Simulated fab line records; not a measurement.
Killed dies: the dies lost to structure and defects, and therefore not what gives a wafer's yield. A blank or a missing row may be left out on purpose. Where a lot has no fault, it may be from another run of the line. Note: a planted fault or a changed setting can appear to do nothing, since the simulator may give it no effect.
Which tool was responsible?    flow n5-finfet    11 lots, 29 wafers sampled, at 5 steps of a route of 1938

WHAT THE GAUGES SHOWED, per wafer
N5_WELL_APT_OVL_MEAS_26.
lot   measured     on          PWELL_OVL (nm)
L251  day 1 14:50  overlay-02  -1 -8 -2
L252  day 1 21:28  overlay-01  1 -4 -1
L253  day 2 02:53  overlay-01  -5 -10 -9
L254  day 2 09:13  overlay-02  1 -2 1
L255  day 2 15:05  overlay-01  -3 -2
L256  day 2 21:26  overlay-01  -15 -4
L257  day 3 02:50  overlay-01  -7 8
L258  day 3 08:50  overlay-02  -18 -6
L260  day 3 21:56  overlay-02  -2 -3 1
L265  day 5 03:16  overlay-01  -6 -6 -4
L269  day 6 03:01  overlay-01  4 -3 6

N5_PMOS_HMC_CHANNEL_EPI_OVL_MEAS_10.
lot   measured     on          PMOS_HMC_BLK_OVL (nm)
L251  day 1 16:55  overlay-02  -0.3 0.0 -0.5
L252  day 2 00:04  overlay-02  -0.3 0.1 0.8
L253  day 2 05:03  overlay-02  -0.2 -1.2 -1.1
L254  day 2 11:47  overlay-01  -0.3 -0.3 -0.3
L255  day 2 17:17  overlay-01  0.2 -0.7
L256  day 2 23:28  overlay-01  -3.1 -1.9
L257  day 3 05:01  overlay-01  0.1 0.7
L258  day 3 11:50  overlay-02  -1.4 -0.7
L260  day 4 01:40  overlay-02  -0.8 -0.7 0.0
L265  day 5 05:53  overlay-01  40.9 39.5 40.1
L269  day 6 05:29  overlay-01  40.0 40.0 39.6

WHAT TOOL EACH LOT RAN ON (gives the tool, then ch and the chambers of the sampled wafers, and finally the start)
lot   N5_ZERO_LAYER_ETCH_18            N5_WELL_APT_RTA_34               N5_PMOS_HMC_CHANNEL_EPI_EXPOSE_06
L251  rie-si-02 ch 2,3, day 1 12:55    rtp-anneal-01 ch 0, day 1 15:43  arfi-scanner-02 ch 0, day 1 16:46
L252  rie-si-06 ch 0,1,2, day 1 19:08  rtp-anneal-01 ch 0, day 1 22:41  arfi-scanner-02 ch 0, day 1 23:55
L253  rie-si-02 ch 1,2,3, day 2 00:55  rtp-anneal-02 ch 0, day 2 03:42  arfi-scanner-03 ch 0, day 2 04:53
L254  rie-si-02 ch 2,3, day 2 06:59    rtp-anneal-02 ch 0, day 2 10:28  arfi-scanner-02 ch 0, day 2 11:38
L255  rie-si-06 ch 1,2, day 2 12:55    rtp-anneal-01 ch 0, day 2 15:55  arfi-scanner-03 ch 0, day 2 17:08
L256  rie-si-02 ch 1, day 2 19:20      rtp-anneal-01 ch 0, day 2 22:15  arfi-scanner-03 ch 0, day 2 23:19
L257  rie-si-02 ch 0,3, day 3 00:55    rtp-anneal-02 ch 0, day 3 03:40  arfi-scanner-01 ch 0, day 3 04:52
L258  rie-si-02 ch 2,3, day 3 06:55    rtp-anneal-02 ch 0, day 3 10:33  arfi-scanner-03 ch 0, day 3 11:42
L260  rie-si-04 ch 0,2,3, day 3 18:55  rtp-anneal-02 ch 0, day 4 00:15  arfi-scanner-03 ch 0, day 4 01:31
L265  rie-si-02 ch 0,1,3, day 5 00:55  rtp-anneal-01 ch 0, day 5 04:05  arfi-scanner-01 ch 0, day 5 05:44
L269  rie-si-06 ch 1,2, day 6 00:55    rtp-anneal-01 ch 0, day 6 03:56  arfi-scanner-01 ch 0, day 6 05:20
- N5_ZERO_LAYER_ETCH_18: etches Si in HBr/Cl2, target depth 120 nm, time 40 s.
- N5_WELL_APT_RTA_34: time 10 s.
- N5_PMOS_HMC_CHANNEL_EPI_EXPOSE_06: exposes mask PMOS HMC BLK, target cd 240 nm.

AS READ BY THE TOOLS THEMSELVES (means over the sampled wafers that have a number; for cases with no such wafer, the mark the record gives instead)
N5_ZERO_LAYER_ETCH_18.
lot   tool       drypump-motor-current-A (A)  mfc-cl2-sccm (sccm)  oes-product-au (a.u.)  throttle-valve-pct (%)
L251  rie-si-02  5.9                          79.67                1.018                  36.6
L252  rie-si-06  6.0                          79.85                1.007                  36.2
L253  rie-si-02  5.9                          80.18                1.003                  36.2
L254  rie-si-02  5.9                          79.99                1.018                  36.6
L255  rie-si-06  6.0                          79.78                1.012                  36.0
L256  rie-si-02  6.1                          79.67                0.998                  35.4
L257  rie-si-02  5.7                          79.97                1.008                  36.5
L258  rie-si-02  5.8                          79.94                1.009                  36.5
L260  rie-si-04  5.3                          79.88                1.012                  36.2
L265  rie-si-02  5.8                          79.68                1.005                  36.1
L269  rie-si-06  6.1                          79.95                1.017                  36.1

N5_WELL_APT_RTA_34.
lot   tool           lamp-power-pct (%)  lamp_zone_1_pct (%)  wafer_temp_C_max
L251  rtp-anneal-01  13.02               13.000               1003.3
L252  rtp-anneal-01  13.04               13.020               1003.1
L253  rtp-anneal-02  13.05               12.994               1004.0
L254  rtp-anneal-02  12.95               12.994               1003.4
L255  rtp-anneal-01  12.99               13.015               1003.6
L256  rtp-anneal-01  13.02               13.006               1003.1
L257  rtp-anneal-02  13.00               12.998               1003.0
L258  rtp-anneal-02  13.00               12.992               1002.9
L260  rtp-anneal-02  12.98               12.986               1004.7
L265  rtp-anneal-01  13.00               12.978               1004.7
L269  rtp-anneal-01  13.03               13.007               1003.7

N5_PMOS_HMC_CHANNEL_EPI_EXPOSE_06.
lot   tool             exposure-dose-mJ-cm2
L251  arfi-scanner-02  41.02
L252  arfi-scanner-02  41.02
L253  arfi-scanner-03  41.03
L254  arfi-scanner-02  40.95
L255  arfi-scanner-03  40.95
L256  arfi-scanner-03  40.95
L257  arfi-scanner-01  41.01
L258  arfi-scanner-03  41.00
L260  arfi-scanner-03  41.01
L265  arfi-scanner-01  41.00
L269  arfi-scanner-01  40.94

THE ANSWER, worked out from the rows above alone
Rule: what is usual is taken from the lots themselves. The widest of any qualifying gaps counts: lots, ordered by their means at a reading, are off when they make up no more than a third of the lots, leave a main group of 4 or more, and stand apart from it by 3 or more times the standard deviation of that group's means. If all means in a main group match to the digits the tables above print for the reading, that group is not used. Also off: a lot with no number at a reading for which 4 or more lots have one. The other lots that the step has rows for count as sound. First the gauges in route order, then the tools' own readings, where a lot's mean is used as printed above. The first step at which some lot is off is used, and at that step the reading that is off furthest; a lot without a number counts as furthest.
Off: L265, L269, seen at N5_PMOS_HMC_CHANNEL_EPI_OVL_MEAS_10 (PMOS_HMC_BLK_OVL). The main group: mean -0.6 nm, standard deviation 0.8.
A tool fits if, at a process step before that reading, it ran every lot that is off, and no sound lot after the first of them. The gauges at N5_PMOS_HMC_CHANNEL_EPI_OVL_MEAS_10 are tried like those tools. Can't be told from this: 3 tools fit, rtp-anneal-01 at N5_WELL_APT_RTA_34, arfi-scanner-01 at N5_PMOS_HMC_CHANNEL_EPI_EXPOSE_06, overlay-01 at N5_PMOS_HMC_CHANNEL_EPI_OVL_MEAS_10.

WHAT THE SIMULATOR PUT IN
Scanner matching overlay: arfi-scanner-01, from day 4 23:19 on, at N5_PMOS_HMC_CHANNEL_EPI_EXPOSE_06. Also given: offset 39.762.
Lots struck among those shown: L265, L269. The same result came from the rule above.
